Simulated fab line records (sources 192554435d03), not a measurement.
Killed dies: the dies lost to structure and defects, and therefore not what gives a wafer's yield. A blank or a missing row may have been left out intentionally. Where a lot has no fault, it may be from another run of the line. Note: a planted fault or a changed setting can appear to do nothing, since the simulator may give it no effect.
Which tool was responsible? / flow n5 finfet / 12 lots with 36 wafers sampled at 6 steps, on a route of 1938 steps

== WHAT THE GAUGES SHOWED, per wafer ==
N5_GATE_CUT_CD_MEAS_13 targets a cd of 20 nm.
lot=L075; measured=day 4 18:46; on=cd sem-02; cd nm (nm)=20.37 20.24 20.51
lot=L077; measured=day 5 05:41; on=cd sem-03; cd nm (nm)=20.36 19.57 20.44
lot=L079; measured=day 5 16:27; on=cd sem-01; cd nm (nm)=19.82 20.08 20.11
lot=L081; measured=day 6 07:02; on=cd sem-02; cd nm (nm)=19.98 20.30 20.29
lot=L083; measured=day 6 17:15; on=cd sem-01; cd nm (nm)=20.02 19.99 20.16
lot=L085; measured=day 7 09:04; on=cd sem-01; cd nm (nm)=20.09 20.41 20.10
lot=L087; measured=day 7 19:58; on=cd sem-01; cd nm (nm)=20.03 19.93 20.67
lot=L089; measured=day 8 05:16; on=cd sem-03; cd nm (nm)=20.27 20.01 20.35
lot=L091; measured=day 8 21:58; on=cd sem-03; cd nm (nm)=19.67 19.64 19.74
lot=L093; measured=day 9 05:07; on=cd sem-03; cd nm (nm)=20.31 20.33 20.15
lot=L095; measured=day 9 22:49; on=cd sem-01; cd nm (nm)=19.89 19.99 19.81
lot=L097; measured=day 10 04:42; on=cd sem-01; cd nm (nm)=20.24 20.09 19.67

== EACH LOT AND THE TOOL THAT RAN IT (in order: tool; ch and the chambers of the sampled wafers; start) ==
lot=L075; N5_SDB_ALD_29=ald sin-04 ch 0,1,2, day 4 02:34; N5_HKMG_FIN_ETCH_35=rie diel-04 ch 0,2, day 4 10:58; N5_HKMG_FIN_NWFM_ALD_20=ald metal-02 ch 0,3, day 4 12:37; N5_HKMG_FIN_ETCH_67=rie diel-02 ch 0,1,2, day 4 13:04; N5_HKMG_FIN_CMP_94=cmp-02 ch 0,1,3, day 4 14:51
lot=L077; N5_SDB_ALD_29=ald sin-04 ch 0,2,3, day 4 13:34; N5_HKMG_FIN_ETCH_35=rie diel-04 ch 0,3, day 4 21:57; N5_HKMG_FIN_NWFM_ALD_20=ald metal-03 ch 1,2,3, day 4 23:40; N5_HKMG_FIN_ETCH_67=rie diel-05 ch 0,1,2, day 5 00:07; N5_HKMG_FIN_CMP_94=cmp-03 ch 2,3, day 5 01:52
lot=L079; N5_SDB_ALD_29=ald sin-01 ch 1,2,3, day 4 23:33; N5_HKMG_FIN_ETCH_35=rie diel-04 ch 1,3, day 5 08:39; N5_HKMG_FIN_NWFM_ALD_20=ald metal-03 ch 1,2,3, day 5 10:19; N5_HKMG_FIN_ETCH_67=rie diel-04 ch 1,2, day 5 10:45; N5_HKMG_FIN_CMP_94=cmp-03 ch 0,2,3, day 5 12:34
lot=L081; N5_SDB_ALD_29=ald sin-04 ch 0,1, day 5 13:14; N5_HKMG_FIN_ETCH_35=rie diel-05 ch 0,3, day 5 22:52; N5_HKMG_FIN_NWFM_ALD_20=ald metal-04 ch 1,2,3, day 6 00:31; N5_HKMG_FIN_ETCH_67=rie diel-02 ch 0,2,3, day 6 01:05; N5_HKMG_FIN_CMP_94=cmp-02 ch 0,1,2, day 6 02:54
lot=L083; N5_SDB_ALD_29=ald sin-03 ch 0,1,3, day 6 00:19; N5_HKMG_FIN_ETCH_35=rie diel-04 ch 0,2,3, day 6 09:21; N5_HKMG_FIN_NWFM_ALD_20=ald metal-03 ch 0,1,3, day 6 11:01; N5_HKMG_FIN_ETCH_67=rie diel-05 ch 0,1,3, day 6 11:28; N5_HKMG_FIN_CMP_94=cmp-01 ch 0,2,3, day 6 13:13
lot=L085; N5_SDB_ALD_29=ald sin-01 ch 2,3, day 6 16:28; N5_HKMG_FIN_ETCH_35=rie diel-05 ch 0,3, day 7 01:12; N5_HKMG_FIN_NWFM_ALD_20=ald metal-02 ch 0,1, day 7 02:52; N5_HKMG_FIN_ETCH_67=rie diel-05 ch 2,3, day 7 03:22; N5_HKMG_FIN_CMP_94=cmp-03 ch 0,1,2, day 7 05:11
lot=L087; N5_SDB_ALD_29=ald sin-04 ch 1,2,3, day 7 02:55; N5_HKMG_FIN_ETCH_35=rie diel-02 ch 2,3, day 7 11:55; N5_HKMG_FIN_NWFM_ALD_20=ald metal-03 ch 1,2,3, day 7 13:52; N5_HKMG_FIN_ETCH_67=rie diel-04 ch 1,2, day 7 14:18; N5_HKMG_FIN_CMP_94=cmp-02 ch 1,2, day 7 16:04
lot=L089; N5_SDB_ALD_29=ald sin-04 ch 0,1,3, day 7 12:59; N5_HKMG_FIN_ETCH_35=rie diel-04 ch 2,3, day 7 21:26; N5_HKMG_FIN_NWFM_ALD_20=ald metal-03 ch 0,2,3, day 7 23:08; N5_HKMG_FIN_ETCH_67=rie diel-05 ch 0,2,3, day 7 23:35; N5_HKMG_FIN_CMP_94=cmp-02 ch 0,2,3, day 8 01:24
lot=L091; N5_SDB_ALD_29=ald sin-04 ch 0,1,2, day 8 05:16; N5_HKMG_FIN_ETCH_35=rie diel-02 ch 1,2,3, day 8 14:01; N5_HKMG_FIN_NWFM_ALD_20=ald metal-04 ch 0,2,3, day 8 15:41; N5_HKMG_FIN_ETCH_67=rie diel-02 ch 1,2,3, day 8 16:12; N5_HKMG_FIN_CMP_94=cmp-03 ch 0,1,3, day 8 17:59
lot=L093; N5_SDB_ALD_29=ald sin-01 ch 0,3, day 8 12:37; N5_HKMG_FIN_ETCH_35=rie diel-02 ch 0,2,3, day 8 21:25; N5_HKMG_FIN_NWFM_ALD_20=ald metal-04 ch 1,3, day 8 23:04; N5_HKMG_FIN_ETCH_67=rie diel-05 ch 0,1,3, day 8 23:31; N5_HKMG_FIN_CMP_94=cmp-03 ch 0,1,2, day 9 01:17
lot=L095; N5_SDB_ALD_29=ald sin-04 ch 0,3, day 9 05:52; N5_HKMG_FIN_ETCH_35=rie diel-02 ch 2,3, day 9 14:58; N5_HKMG_FIN_NWFM_ALD_20=ald metal-03 ch 0,3, day 9 16:37; N5_HKMG_FIN_ETCH_67=rie diel-04 ch 2,3, day 9 17:07; N5_HKMG_FIN_CMP_94=cmp-01 ch 0,3, day 9 18:54
lot=L097; N5_SDB_ALD_29=ald sin-04 ch 0,2,3, day 9 12:16; N5_HKMG_FIN_ETCH_35=rie diel-05 ch 2,3, day 9 20:44; N5_HKMG_FIN_NWFM_ALD_20=ald metal-02 ch 0,2,3, day 9 22:23; N5_HKMG_FIN_ETCH_67=rie diel-05 ch 1,2,3, day 9 22:50; N5_HKMG_FIN_CMP_94=cmp-01 ch 1,2, day 10 00:35
- N5_SDB_ALD_29: deposits SiNx, target thk 30 nm, pulse time 1 s, ald cycles 600.
- N5_HKMG_FIN_ETCH_35: etches SOC in N2/H2, target depth 215.8 nm, time 243.4 s.
- N5_HKMG_FIN_NWFM_ALD_20: deposits TiAlC, target thk 2 nm, pulse time 3 s, purge time 2 s.
- N5_HKMG_FIN_ETCH_67: etches SOC in N2/H2, stops on TiN, target depth 388.9 nm.
- N5_HKMG_FIN_CMP_94: polishes, stops on SiNx, t overpolish 4.7 s, target thk 43.299 nm.

== THE ANSWER, worked out from the rows above alone ==
Rule: what is usual is taken from the lots themselves. Put in order of their means at a reading, lots are off if they are a third of the lots or fewer, leave a main group of 4 or more, and stand apart from it by a gap of 3 or more times the standard deviation of the main group's means; of several such gaps the widest counts. A main group whose means are all the same, to the digits that the tables above print for the reading, isn't used. Also off: a lot with no number at a reading for which 4 or more lots have one. All remaining lots with rows at the step are treated as sound.
Nothing can be told from this: no lot is off at any reading shown.

== WHAT THE SIMULATOR HAD PUT IN ==
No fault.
